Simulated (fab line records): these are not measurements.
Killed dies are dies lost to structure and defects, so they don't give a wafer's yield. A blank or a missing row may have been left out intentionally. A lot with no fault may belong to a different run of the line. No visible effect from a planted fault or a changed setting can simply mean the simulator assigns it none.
Which of the tools did it? -- flow n5-finfet -- 26 wafers sampled from 9 lots at 1 step of a route of 1938

== WHAT THE GAUGES READ, wafer by wafer ==
N5_BEOL_M4_RC_MEAS_101.
lot,measured,on,DIBL_N (mV/V)
L937,day 7 20:13,prober-01,34.9 36.4 39.0
L945,day 10 14:48,prober-02,38.0 36.2 37.5
L947,day 10 22:13,prober-02,36.4 37.7 36.7
L953,day 12 02:02,prober-01,36.6 40.7
L954,day 12 21:01,prober-01,40.7 42.5 36.0
L955,day 12 22:44,prober-02,34.7 37.8 34.3
L957,day 13 10:51,prober-01,36.5 32.8 35.4
L958,day 14 04:37,prober-02,36.8 37.1 37.0
L959,day 14 07:22,prober-02,40.0 36.7 41.0

== WHICH TOOL RAN EACH LOT (tool, then ch and the chambers of the sampled wafers, then the start) ==
There is no process step in the record ahead of these readings.

== THE ANSWER, worked out from the rows above alone ==
Rule: what is usual is taken from the lots themselves. Put in order of their means at a reading, lots are off if they are a third of the lots or fewer, leave a main group of 4 or more, and stand apart from it by a gap of 3 or more times the standard deviation of the main group's means; of several such gaps the widest counts. The tables above print the reading to a certain number of digits; a main group whose means all agree to those digits is not used. A lot without any number at a reading at which 4 lots or more have one is off too. Where the step has rows for the other lots, those lots are counted as sound.
No lot is off on any of the readings shown, so nothing can be concluded from this.

== WHAT HAD BEEN PUT IN BY THE SIMULATOR ==
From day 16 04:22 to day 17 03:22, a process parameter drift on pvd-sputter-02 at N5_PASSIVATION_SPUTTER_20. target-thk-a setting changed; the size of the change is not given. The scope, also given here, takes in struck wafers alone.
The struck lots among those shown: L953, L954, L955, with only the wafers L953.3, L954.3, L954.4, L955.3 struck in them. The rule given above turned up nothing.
